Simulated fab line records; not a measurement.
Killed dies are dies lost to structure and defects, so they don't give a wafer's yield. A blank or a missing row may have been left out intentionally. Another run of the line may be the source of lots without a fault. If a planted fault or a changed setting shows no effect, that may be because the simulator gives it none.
2 desks looking at one fault || flow n5_finfet || numbers are kept per desk, each desk with only its own; the story behind them comes last

== THE METROLOGY DESK ==
Lot by lot, what the gauges showed, no matter which tool ran the lot: averages of those sampled wafers that carry a number. Marked OUT: a lot whose mean sits more than 4 standard deviations from the usual mean, which makes it out of limits; the brackets give that distance. Readings shown: 7 of its 10, picked as those furthest out on some lot.
Columns: A = DIBL_N at N5_BEOL_M4_RC_MEAS_101, usual 36.5 mV/V; B = DIBL_P at N5_BEOL_M4_RC_MEAS_101, usual 36.6 mV/V; C = IOFF_N at N5_BEOL_M4_RC_MEAS_101, usual 0.160 nA/um; D = SS_N at N5_BEOL_M4_RC_MEAS_101, usual 71.6 mV/dec; E = SS_P at N5_BEOL_M4_RC_MEAS_101, usual 73.4 mV/dec; F = VT_N at N5_BEOL_M4_RC_MEAS_101, usual 250.0 mV; G = VT_P at N5_BEOL_M4_RC_MEAS_101, usual -250 mV
{"lot": "L948", "first seen here": "day 9 03:20", "A": 36.7, "B": 36.7, "C": 0.176, "D": 71.6, "E": 73.2, "F": 246.6, "G": -246}
{"lot": "L949", "first seen here": "day 9 18:49", "A": 37.5, "B": 38.2, "C": 0.186, "D": 71.6, "E": 73.9, "F": 249.5, "G": -252}
{"lot": "L954", "first seen here": "day 10 02:55", "A": 37.9, "B": 36.9, "C": 0.187, "D": 71.9, "E": 73.7, "F": 246.4, "G": -250}
{"lot": "L952", "first seen here": "day 10 11:13", "A": 36.8, "B": 37.6, "C": 0.177, "D": 71.7, "E": 73.7, "F": 247.4, "G": -244}
{"lot": "L955", "first seen here": "day 11 02:08", "A": 39.5, "B": 39.8, "C": 0.189, "D": 72.5, "E": 74.7, "F": 248.8, "G": -251}
{"lot": "L958", "first seen here": "day 11 20:25", "A": 36.4, "B": 36.9, "C": 0.155, "D": 71.3, "E": 73.7, "F": 251.1, "G": -248}
{"lot": "L961", "first seen here": "day 12 06:28", "A": 35.7, "B": 35.1, "C": 0.122, "D": 71.2, "E": 72.9, "F": 254.0, "G": -253}
{"lot": "L965", "first seen here": "day 12 22:23", "A": 35.4, "B": 34.9, "C": 0.142, "D": 71.2, "E": 73.2, "F": 250.9, "G": -247}
{"lot": "L964", "first seen here": "day 13 06:30", "A": 35.4, "B": 34.6, "C": 0.136, "D": 71.3, "E": 72.3, "F": 253.0, "G": -250}
{"lot": "L967", "first seen here": "day 13 16:08", "A": 36.7, "B": 36.3, "C": 0.169, "D": 71.9, "E": 73.6, "F": 248.0, "G": -251}
This desk's finding: nothing out of limits on any of the 10 lots.

== THE TOOL OWNER'S DESK: litho_track-02 ==
The tool's own readings at N5_BEOL_M1_COAT_61 (time 60 s, resist thk 60 nm): means of the sampled wafers that have a number, for each lot that ran on this tool. Marked OUT: a lot whose mean sits more than 4 standard deviations from the usual mean, which makes it out of limits; the brackets give that distance.
Columns: A = chill_plate_temp_C at N5_BEOL_M1_COAT_61, usual 23.00 C; B = plate_temp_C at N5_BEOL_M1_COAT_61, usual 250.01 C; C = spin_speed_rpm at N5_BEOL_M1_COAT_61, usual 1500.2 rpm
{"lot": "L948", "first seen here": "day 7 03:16", "A": 23.01, "B": 249.68, "C": 1499.1}
{"lot": "L949", "first seen here": "day 7 13:07", "A": 22.94, "B": 250.01, "C": 1500.9}
{"lot": "L952", "first seen here": "day 8 05:30", "A": 23.07, "B": 249.93, "C": 1500.7}
{"lot": "L958", "first seen here": "day 9 11:33", "A": 23.03, "B": 250.06, "C": "1282.3 (-99 or more) OUT"}
{"lot": "L961", "first seen here": "day 10 07:10", "A": 22.94, "B": 249.88, "C": "1283.9 (-99 or more) OUT"}
This desk's verdict: out of limits on L958, L961, starting with L958 at day 9 11:33 (spin_speed_rpm at N5_BEOL_M1_COAT_61). Within limits: L948, L949, L952.

== BROUGHT TOGETHER ==
An alarm could have come from the tool owner's desk at day 9 11:33, on L958, L961.
Metrology desk: nothing out of limits seen.
The metrology desk has L958, L961 on record, within its limits.
All the named lots went through N5_BEOL_M1_COAT_61 on litho_track-02.

== WHAT THE SIMULATOR PUT IN ==
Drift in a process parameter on litho_track-02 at N5_BEOL_M1_COAT_61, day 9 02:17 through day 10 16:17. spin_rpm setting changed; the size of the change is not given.
Lots struck among those shown: L958, L961.
Hours from the fault's start to each desk's first reading out of limits: the tool owner's desk, 9.
